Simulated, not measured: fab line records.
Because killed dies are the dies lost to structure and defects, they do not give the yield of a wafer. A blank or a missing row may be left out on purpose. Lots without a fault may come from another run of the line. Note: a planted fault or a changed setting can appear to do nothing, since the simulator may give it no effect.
fab line records	flow n5Finfet	part 1 of 2: steps 1 to 4 of 6
record: lots: 19	wafers: 57	lastDay: 19
route steps=1938 shown STI_FIN_REVEAL@189 DUMMY_GATE@234 SD_EPI_N@270
lots that met no fault: taken from a fault-free run of the same line
startH: hours from the record's opening day to when the first of the lot's shown wafers began	waitH: time in hours since the lot's previous step	" as in the row above	L1.1+2: one row covering several wafers at once	- value missing, or start not given	* or withheld: withheld	< > ~ a bound
route shown NAME@n: NAME is a module with steps in the file, n the number in the route of the first one	usual: mean/standard deviation of fault-free wafers	same: alike in all rows	chamber/n: place in a boat	sites: the reading at each site	_std_site: the standard deviation of these	_edge_site: the outer-site mean with the inner-site mean subtracted	radiusMm: how far each site lies from the wafer's centre	mask NAME#n: copy n	behind: tool/chamber where the wafer was last shaped	hold: reason for holding the lot/hours on hold/outcome of the hold	device: which transistor (n, p or np) failed to switch	end of line: the route-end tests of the same wafers	for a step that has no rows: nothing shown but its recipe	killed: count of dies lost to structure and defects at first sort (not the wafer's yield)	map: shows each die of a wafer: x if killed, . if not, _ if none is there
set.NAME: setting as actually run; set.NAME@STEP: the setting as run at that earlier step	model.NAME: the simulator's own value behind a step, which no gauge read
a sample of lots followed through the steps of the route, with each step as a table and each wafer as a row
services: from which hour (startH, from the record's first day; less than 0 if before it) a tool's chamber was out of use, for how many hours, and why
== steps ==
step: N5_STI_FIN_REVEAL_DENSIFY_30
recipe: tempC: *	timeS: *	ambient: N2	idleTempC: 600	rampUpCPerS: 150	rampDownCPerS: 60	coolToC: 600
usual: lampPowerPct: 11.53/0.057	lamp_zone_7_pct: 11.963/0.018	wafer_temp_C_max: *
lot.wafer	tool	chamber	startH	waitH	lampPowerPct	lamp_zone_7_pct	wafer_temp_C_max
L074.1	rtpAnneal-01	0	35.18	0.1	11.53	11.960	*
L074.3	"	0	"	"	11.61	11.962	*
L074.5	"	0	"	"	11.48	11.924	*
L075.1	rtpAnneal-02	0	40.28	0.2	11.59	11.970	*
L075.3	"	0	"	"	11.50	11.954	*
L075.6	"	0	"	"	11.47	11.949	*
L076.2	rtpAnneal-02	0	47.05	0.1	11.62	11.963	*
L076.3	"	0	"	"	11.51	11.969	*
L076.5	"	0	"	"	11.51	11.957	*
L077.2	rtpAnneal-01	0	53.44	0.1	11.54	11.938	*
L077.4	"	0	"	"	11.48	11.951	*
L077.6	"	0	"	"	11.45	11.962	*
L079.1	rtpAnneal-01	0	64.61	0.0	11.53	12.004	*
L079.2	"	0	"	"	11.49	11.955	*
L079.4	"	0	"	"	11.59	11.964	*
L080.1	rtpAnneal-02	0	69.67	0.1	11.56	11.975	*
L080.3	"	0	"	"	11.53	11.968	*
L080.4	"	0	"	"	11.50	11.975	*
L081.2	rtpAnneal-01	0	74.85	0.1	11.63	11.950	*
L081.4	"	0	"	"	11.48	11.967	*
L081.6	"	0	"	"	11.54	11.944	*
L082.1	rtpAnneal-02	0	83.89	0.0	11.55	11.952	*
L082.4	"	0	"	"	11.57	11.958	*
L082.6	"	0	"	"	11.50	11.958	*
L083.1	rtpAnneal-02	0	89.65	0.0	11.56	11.972	*
L083.2	"	0	"	"	11.51	11.980	*
L083.5	"	0	"	"	11.51	11.948	*
L087.3	rtpAnneal-01	0	112.42	0.1	11.54	11.965	*
L087.4	"	0	"	"	11.53	11.962	*
L087.5	"	0	"	"	11.59	11.950	*
L088.1	rtpAnneal-02	0	116.55	0.0	11.55	11.939	*
L088.2	"	0	"	"	11.50	11.937	*
L088.5	"	0	"	"	11.49	11.988	*
L089.1	rtpAnneal-01	0	122.74	0.0	11.49	11.962	*
L089.2	"	0	"	"	11.56	11.979	*
L089.4	"	0	"	"	11.57	11.964	*
L090.1	rtpAnneal-02	0	128.72	0.0	11.51	11.979	*
L090.4	"	0	"	"	11.57	11.941	*
L090.6	"	0	"	"	11.53	11.944	*
L092.2	rtpAnneal-02	0	142.73	0.2	11.44	11.961	*
L092.3	"	0	"	"	11.60	11.954	*
L092.5	"	0	"	"	11.55	11.949	*
L093.2	rtpAnneal-02	0	149.11	0.3	11.37	11.938	*
L093.4	"	0	"	"	11.47	11.988	*
L093.6	"	0	"	"	11.51	11.983	*
L094.3	rtpAnneal-01	0	154.00	0.1	11.46	12.004	*
L094.4	"	0	"	"	11.42	11.975	*
L094.5	"	0	"	"	11.41	11.961	*
L095.1	rtpAnneal-02	0	158.94	0.0	11.49	11.973	*
L095.3	"	0	"	"	11.60	11.939	*
L095.4	"	0	"	"	11.52	11.951	*
L096.1	rtpAnneal-01	0	166.05	0.0	11.57	11.964	*
L096.3	"	0	"	"	11.58	11.997	*
L096.4	"	0	"	"	11.45	11.967	*
L097.1	rtpAnneal-01	0	172.92	0.2	11.56	11.923	*
L097.3	"	0	"	"	11.41	11.951	*
L097.6	"	0	"	"	11.56	11.968	*
step: N5_DUMMY_GATE_DESCUM_20
recipe: chemistry: O2	timeS: 6.2	sourcePowerW: 50	biasPowerW: 20	pressureMtorr: 20	rfFrequencyHz: 2.712e+07	tempC: 40	resist: CAR-EUV	o2FlowSccm: 225
usual: drypumpMotorCurrentA: 5.9/0.62	oesProductAu: 0.82/0.08	rfFwdPowerW: 49.67/0.2	rfVppV: 243.1/1.4	showerheadPlenumPTorr: 2.09/0.061	throttleValvePct: 20.40/0.22
lot.wafer	tool	chamber	startH	waitH	drypumpMotorCurrentA	oesProductAu	rfFwdPowerW	rfHoursCounterH	rfVppV	showerheadPlenumPTorr	throttleValvePct
L074.1	rieDiel-02	3	47.09	0.0	6.8	0.85	49.91	57	243.0	2.05	20.74
L074.3	"	1	"	"	6.4	0.78	49.55	121	245.1	2.18	20.01
L074.5	"	1	"	"	6.4	0.77	49.45	-	245.2	2.18	20.00
L075.1	rieDiel-06	3	52.36	0.0	4.9	0.77	49.56	117	242.5	2.10	20.39
L075.3	"	2	"	"	5.7	0.80	49.74	102	241.5	2.01	20.40
L075.6	"	3	"	"	4.9	0.77	49.61	-	243.0	2.10	20.40
L076.2	rieDiel-04	1	59.02	0.0	5.1	0.99	49.73	2	244.4	2.15	20.42
L076.3	"	3	"	"	5.6	0.83	49.87	90	242.8	2.03	20.50
L076.5	"	2	"	"	5.2	0.74	49.96	-	241.3	2.01	20.44
L077.2	rieDiel-02	3	65.51	0.0	6.8	0.84	49.61	62	241.7	2.04	20.75
L077.4	"	0	"	"	5.4	0.93	49.61	16	242.7	2.13	20.16
L077.6	"	2	"	"	6.5	0.85	49.67	-	243.3	2.05	20.30
L079.1	rieDiel-06	0	76.65	0.0	6.5	0.70	49.52	240	243.8	2.16	20.73
L079.2	"	2	"	"	5.7	0.79	49.69	107	241.8	2.01	20.43
L079.4	"	1	"	"	6.0	0.72	49.75	172	244.5	2.17	20.70
L080.1	rieDiel-04	1	83.84	0.1	5.1	0.92	49.50	11	243.3	2.14	20.45
L080.3	"	0	"	"	6.0	0.99	49.53	2	241.4	2.06	20.22
L080.4	"	3	"	"	5.6	0.81	49.94	96	242.5	2.03	20.50
L081.2	rieDiel-04	0	86.74	0.0	6.0	1.00	49.67	3	242.6	2.06	20.21
L081.4	"	3	"	"	5.6	0.81	49.73	96	240.8	2.03	20.53
L081.6	"	3	"	"	5.6	0.81	49.66	-	241.3	2.03	20.50
L082.1	rieDiel-02	1	95.98	0.0	6.4	0.77	49.43	135	244.3	2.18	20.01
L082.4	"	3	"	"	6.8	0.84	49.55	71	241.8	2.04	20.77
L082.6	"	3	"	"	6.8	0.83	49.55	-	242.7	2.04	20.77
L083.1	rieDiel-04	3	102.82	0.0	5.6	0.81	49.89	101	242.5	2.03	20.51
L083.2	"	0	"	"	6.0	0.97	49.63	7	240.8	2.06	20.22
L083.5	"	2	"	"	5.2	0.72	49.55	-	240.7	2.00	20.44
L087.3	rieDiel-02	2	124.22	0.0	6.6	0.82	49.79	60	242.0	2.05	20.32
L087.4	"	0	"	"	5.4	0.90	49.62	-	243.6	2.13	20.19
L087.5	"	2	"	"	6.6	0.82	49.85	-	242.3	2.04	20.31
L088.1	rieDiel-06	1	129.04	0.1	6.0	0.72	49.55	186	244.3	2.17	20.72
L088.2	"	2	"	"	5.7	0.77	49.60	122	243.8	2.00	20.43
L088.5	"	1	"	"	6.0	0.71	49.50	-	244.8	2.17	20.71
L089.1	rieDiel-02	1	134.73	0.0	6.4	0.74	49.40	148	244.7	2.17	20.04
L089.2	"	2	"	"	6.5	0.82	49.89	63	242.3	2.04	20.32
L089.4	"	3	"	"	6.8	0.83	49.64	79	241.7	2.04	20.79
L090.1	rieDiel-04	0	140.91	0.0	6.0	0.94	49.45	18	242.2	2.05	20.23
L090.4	"	3	"	"	5.6	0.80	49.65	112	240.7	2.03	20.53
L090.6	"	2	"	"	5.2	0.71	49.77	-	240.7	2.00	20.46
L092.2	rieDiel-06	3	154.58	0.0	5.0	0.74	49.43	145	244.4	2.09	20.45
L092.3	"	1	"	"	6.0	0.71	49.84	194	244.7	2.17	20.73
L092.5	"	0	"	"	6.5	0.95	49.54	-	244.5	2.15	20.28
L093.2	rieDiel-04	1	161.74	0.5	5.1	0.88	49.88	33	243.2	2.13	20.48
L093.4	"	2	"	"	5.2	0.70	49.86	190	241.9	2.00	20.45
L093.6	"	0	"	"	5.9	0.93	49.34	-	243.1	2.05	20.25
L094.3	rieDiel-06	0	167.19	0.2	6.5	0.94	49.54	9	243.3	2.15	20.30
L094.4	"	3	"	"	5.0	0.74	49.37	-	242.7	2.09	20.45
L094.5	"	0	"	"	6.5	0.95	49.84	-	243.4	2.15	20.29
L095.1	rieDiel-02	3	171.36	0.0	6.8	0.81	49.77	89	242.2	2.03	20.78
L095.3	"	0	"	"	5.4	0.87	49.92	50	246.4	2.12	20.22
L095.4	"	2	"	"	6.5	0.80	50.03	74	241.1	2.04	20.33
L096.1	rieDiel-02	2	183.37	0.0	6.6	0.82	49.67	76	242.3	2.04	20.34
L096.3	"	3	"	"	6.8	0.81	49.62	92	243.3	2.03	20.80
L096.4	"	0	"	"	5.4	0.86	49.99	53	243.5	2.12	20.22
L097.1	rieDiel-02	0	185.05	0.2	5.4	0.87	49.78	53	244.6	2.12	20.21
L097.3	"	2	"	"	6.5	0.80	49.69	77	243.0	2.04	20.33
L097.6	"	0	"	"	5.3	0.87	49.85	-	243.9	2.12	20.22
step: N5_DUMMY_GATE_ETCH_36
recipe: chemistry: CF4	target: SiARC	targetDepthA: 130	pressureMtorr: 40	sourceW: 545	biasW: 36	Ar_flow_sccm: 100	cf4FlowSccm: 100	ionEnergyEv: 80
usual: biasW: 35.97/0.11	drypumpMotorCurrentA: 5.9/0.62	oesProductAu: 0.82/0.083	rfFwdPowerW: 539.6/2.7	rfVppV: 184.0/1.1	showerheadPlenumPTorr: 2.13/0.058	throttleValvePct: 15.57/0.22
lot.wafer	tool	chamber	startH	waitH	biasW	drypumpMotorCurrentA	oesProductAu	rfFwdPowerW	rfHoursCounterH	rfVppV	showerheadPlenumPTorr	throttleValvePct
L074.1	rieDiel-02	3	47.20	0.0	36.09	6.8	0.86	538.7	57	183.8	2.09	15.82
L074.3	"	1	"	"	35.95	6.4	0.79	534.4	121	184.6	2.23	15.27
L074.5	"	1	"	"	36.06	6.4	0.80	536.6	-	185.0	2.23	15.28
L075.1	rieDiel-06	3	52.46	0.0	36.09	4.9	0.76	534.2	117	184.1	2.16	15.63
L075.3	"	2	"	"	36.00	5.7	0.82	536.3	102	182.1	2.07	15.68
L075.6	"	3	"	"	35.87	4.9	0.76	532.6	-	184.4	2.16	15.65
L076.2	rieDiel-04	1	59.13	0.0	35.98	5.1	1.00	540.9	2	186.4	2.17	15.49
L076.3	"	3	"	"	36.08	5.6	0.83	541.6	90	182.8	2.08	15.68
L076.5	"	2	"	"	35.92	5.2	0.72	540.2	-	183.3	2.05	15.62
L077.2	rieDiel-02	3	65.61	0.0	35.92	6.8	0.85	539.3	62	183.0	2.09	15.86
L077.4	"	0	"	"	35.93	5.4	0.94	541.2	16	184.8	2.17	15.24
L077.6	"	2	"	"	35.78	6.5	0.84	542.5	-	183.4	2.09	15.36
L079.1	rieDiel-06	0	76.75	0.0	35.81	6.5	0.71	540.7	240	184.4	2.19	15.84
L079.2	"	2	"	"	35.83	5.7	0.82	539.3	107	183.6	2.06	15.69
L079.4	"	1	"	"	36.08	6.0	0.73	539.3	172	184.3	2.22	15.90
L080.1	rieDiel-04	1	83.94	0.0	36.15	5.1	0.96	541.7	11	183.0	2.17	15.51
L080.3	"	0	"	"	35.65	6.0	1.01	537.6	2	184.0	2.13	15.45
L080.4	"	3	"	"	36.06	5.6	0.82	539.9	96	182.8	2.08	15.67
L081.2	rieDiel-04	0	86.85	0.0	35.87	6.0	1.00	537.5	3	182.9	2.13	15.48
L081.4	"	3	"	"	35.85	5.6	0.82	540.4	96	183.1	2.08	15.67
L081.6	"	3	"	"	35.92	5.6	0.82	543.1	-	182.8	2.08	15.68
L082.1	rieDiel-02	1	96.08	0.0	36.05	6.4	0.79	535.8	135	185.6	2.23	15.30
L082.4	"	3	"	"	36.10	6.8	0.84	539.1	71	185.0	2.09	15.86
L082.6	"	3	"	"	36.01	6.8	0.83	539.4	-	182.5	2.09	15.87
L083.1	rieDiel-04	3	102.93	0.0	35.94	5.6	0.81	540.5	101	183.2	2.08	15.69
L083.2	"	0	"	"	36.03	6.0	0.98	539.4	7	185.2	2.12	15.47
L083.5	"	2	"	"	35.99	5.2	0.71	542.8	-	183.3	2.04	15.67
L087.3	rieDiel-02	2	124.33	0.0	36.07	6.5	0.82	538.6	60	183.9	2.09	15.38
L087.4	"	0	"	"	36.14	5.4	0.91	540.0	-	184.6	2.16	15.28
L087.5	"	2	"	"	35.95	6.5	0.81	539.1	-	182.8	2.09	15.39
L088.1	rieDiel-06	1	129.14	0.0	35.97	6.0	0.71	538.8	186	184.1	2.21	15.90
L088.2	"	2	"	"	35.94	5.7	0.80	539.0	122	184.8	2.06	15.70
L088.5	"	1	"	"	36.13	6.0	0.71	540.6	-	185.4	2.21	15.91
L089.1	rieDiel-02	1	134.84	0.0	36.03	6.4	0.77	536.4	148	184.9	2.22	15.32
L089.2	"	2	"	"	35.83	6.5	0.82	543.4	63	183.1	2.09	15.38
L089.4	"	3	"	"	35.64	6.8	0.83	538.4	79	182.8	2.08	15.88
L090.1	rieDiel-04	0	141.01	0.0	36.17	5.9	0.95	536.0	18	184.4	2.12	15.49
L090.4	"	3	"	"	35.97	5.6	0.80	541.3	112	183.1	2.08	15.70
L090.6	"	2	"	"	36.01	5.2	0.70	544.2	-	182.8	2.04	15.66
L092.2	rieDiel-06	3	154.68	0.0	35.92	5.0	0.74	537.3	145	184.1	2.15	15.71
L092.3	"	1	"	"	35.97	6.0	0.71	540.2	194	184.6	2.21	15.94
L092.5	"	0	"	"	35.92	6.5	0.96	538.9	-	184.4	2.18	15.35
L093.2	rieDiel-04	1	161.85	0.0	36.06	5.1	0.91	542.8	33	184.1	2.16	15.56
L093.4	"	2	"	"	36.08	5.2	0.70	541.6	190	182.4	2.04	15.68
L093.6	"	0	"	"	35.97	6.0	0.94	539.5	-	182.3	2.12	15.51
L094.3	rieDiel-06	0	167.30	0.0	35.83	6.5	0.94	539.6	10	184.5	2.18	15.35
L094.4	"	3	"	"	36.03	4.9	0.73	534.3	-	183.8	2.15	15.70
L094.5	"	0	"	"	35.93	6.5	0.95	542.5	-	182.4	2.18	15.36
L095.1	rieDiel-02	3	171.47	0.0	36.03	6.8	0.81	544.7	89	183.0	2.08	15.89
L095.3	"	0	"	"	35.94	5.4	0.86	541.7	50	185.0	2.16	15.32
L095.4	"	2	"	"	35.97	6.5	0.79	540.3	74	183.7	2.08	15.41
L096.1	rieDiel-02	2	183.48	0.0	36.00	6.5	0.79	539.1	76	183.2	2.08	15.41
L096.3	"	3	"	"	36.03	6.8	0.81	539.0	92	184.3	2.08	15.91
L096.4	"	0	"	"	35.69	5.4	0.87	545.2	53	184.8	2.16	15.33
L097.1	rieDiel-02	0	185.15	0.0	35.98	5.4	0.87	540.8	53	184.7	2.16	15.33
L097.3	"	2	"	"	36.03	6.5	0.80	538.8	77	183.7	2.08	15.42
L097.6	"	0	"	"	36.09	5.4	0.88	537.7	-	184.5	2.16	15.34
step: N5_DUMMY_GATE_ETCH_37
recipe: chemistry: N2/H2	target: SOC	targetDepthA: 600	overetchA: 300	tempC: 40	ionEnergyEv: 200	pressureMtorr: 30	sourceW: 840	biasW: 150	n2FlowSccm: 200	h2FlowSccm: 200
usual: biasW: 150.0/0.47	drypumpMotorCurrentA: 5.9/0.62	oesProductAu: 0.65/0.06	rfFwdPowerW: 832/3.8	rfVppV: 523.7/2.2	showerheadPlenumPTorr: 2.54/0.081	throttleValvePct: 17.82/0.24
lot.wafer	tool	chamber	startH	waitH	biasW	drypumpMotorCurrentA	oesProductAu	rfFwdPowerW	rfHoursCounterH	rfVppV	showerheadPlenumPTorr	throttleValvePct
L074.1	rieDiel-02	3	47.24	0.0	149.4	6.8	0.67	832	57	522.4	2.49	18.26
L074.3	"	1	"	"	150.1	6.4	0.62	825	121	527.5	2.68	17.58
L074.5	"	1	"	"	150.5	6.4	0.61	828	-	528.0	2.68	17.55
L075.1	rieDiel-06	3	52.50	0.0	150.3	5.0	0.62	826	117	523.6	2.56	17.83
L075.3	"	2	"	"	150.0	5.7	0.64	835	102	519.2	2.46	17.89
L075.6	"	3	"	"	149.1	4.9	0.63	824	-	524.2	2.56	17.84
L076.2	rieDiel-04	1	59.17	0.0	150.2	5.2	0.76	832	2	525.2	2.59	17.74
L076.3	"	3	"	"	149.7	5.6	0.66	838	90	520.6	2.45	17.83
L076.5	"	2	"	"	150.6	5.2	0.58	837	-	521.2	2.42	17.61
L077.2	rieDiel-02	3	65.65	0.0	151.2	6.8	0.67	832	62	522.9	2.49	18.27
L077.4	"	0	"	"	150.3	5.3	0.74	831	16	525.1	2.60	17.60
L077.6	"	2	"	"	150.2	6.5	0.68	833	-	521.2	2.49	17.61
L079.1	rieDiel-06	0	76.79	0.0	150.3	6.5	0.55	835	240	525.6	2.61	18.16
L079.2	"	2	"	"	149.5	5.7	0.63	828	107	521.7	2.46	17.91
L079.4	"	1	"	"	150.0	6.0	0.58	833	172	527.1	2.65	18.17
L080.1	rieDiel-04	1	83.98	0.0	150.4	5.2	0.74	837	11	525.4	2.59	17.76
L080.3	"	0	"	"	150.6	6.0	0.80	828	2	523.8	2.50	17.59
L080.4	"	3	"	"	150.4	5.6	0.65	835	96	522.0	2.45	17.84
L081.2	rieDiel-04	0	86.89	0.0	149.9	6.0	0.79	825	3	523.7	2.50	17.60
L081.4	"	3	"	"	149.3	5.6	0.65	836	96	523.4	2.45	17.84
L081.6	"	3	"	"	150.1	5.6	0.64	837	-	522.1	2.45	17.83
L082.1	rieDiel-02	1	96.12	0.0	149.8	6.4	0.61	830	135	526.2	2.67	17.59
L082.4	"	3	"	"	149.9	6.8	0.66	837	71	520.8	2.49	18.30
L082.6	"	3	"	"	149.9	6.8	0.66	836	-	520.9	2.49	18.30
L083.1	rieDiel-04	3	102.97	0.0	149.7	5.6	0.65	834	101	521.5	2.45	17.84
L083.2	"	0	"	"	150.0	6.0	0.77	823	7	521.9	2.49	17.59
L083.5	"	2	"	"	150.1	5.2	0.58	837	-	519.7	2.42	17.63
L087.3	rieDiel-02	2	124.37	0.0	150.0	6.5	0.66	831	60	523.1	2.48	17.63
L087.4	"	0	"	"	150.3	5.4	0.72	834	-	525.2	2.60	17.65
L087.5	"	2	"	"	149.5	6.5	0.66	834	-	521.2	2.48	17.64
L088.1	rieDiel-06	1	129.18	0.0	149.4	6.0	0.57	835	186	525.3	2.64	18.19
L088.2	"	2	"	"	149.7	5.7	0.62	830	122	521.6	2.45	17.93
L088.5	"	1	"	"	149.4	6.0	0.57	833	-	526.3	2.64	18.19
L089.1	rieDiel-02	1	134.88	0.0	150.4	6.4	0.61	827	148	527.1	2.67	17.60
L089.2	"	2	"	"	150.1	6.5	0.65	836	63	523.2	2.48	17.65
L089.4	"	3	"	"	150.4	6.8	0.65	832	79	521.0	2.48	18.31
L090.1	rieDiel-04	0	141.05	0.0	150.3	6.0	0.75	828	18	522.1	2.49	17.60
L090.4	"	3	"	"	150.0	5.6	0.63	835	112	522.5	2.44	17.85
L090.6	"	2	"	"	149.2	5.2	0.57	834	-	520.7	2.41	17.66
L092.2	rieDiel-06	3	154.72	0.0	149.9	4.9	0.60	827	145	522.8	2.55	17.88
L092.3	"	1	"	"	150.3	6.0	0.57	829	194	526.4	2.64	18.21
L092.5	"	0	"	"	149.7	6.5	0.74	838	-	526.0	2.61	17.70
L093.2	rieDiel-04	1	161.89	0.0	150.3	5.1	0.70	830	33	524.3	2.58	17.79
L093.4	"	2	"	"	150.2	5.2	0.56	833	190	520.7	2.41	17.66
L093.6	"	0	"	"	150.0	5.9	0.74	830	-	523.2	2.49	17.62
L094.3	rieDiel-06	0	167.34	0.0	150.8	6.5	0.72	832	10	525.7	2.60	17.70
L094.4	"	3	"	"	151.0	4.9	0.59	826	-	522.6	2.55	17.90
L094.5	"	0	"	"	150.8	6.5	0.73	830	-	525.6	2.60	17.68
L095.1	rieDiel-02	3	171.51	0.0	150.2	6.8	0.65	831	89	521.9	2.48	18.32
L095.3	"	0	"	"	149.6	5.4	0.70	833	50	524.2	2.59	17.69
L095.4	"	2	"	"	150.8	6.5	0.64	836	74	521.2	2.47	17.65
L096.1	rieDiel-02	2	183.52	0.0	150.4	6.5	0.65	834	76	520.9	2.47	17.67
L096.3	"	3	"	"	149.7	6.8	0.64	832	92	522.5	2.48	18.32
L096.4	"	0	"	"	150.3	5.4	0.70	839	53	524.8	2.59	17.67
L097.1	rieDiel-02	0	185.19	0.0	150.4	5.4	0.69	835	54	525.6	2.59	17.70
L097.3	"	2	"	"	150.4	6.5	0.65	831	77	520.1	2.47	17.67
L097.6	"	0	"	"	149.7	5.4	0.69	837	-	525.3	2.59	17.70
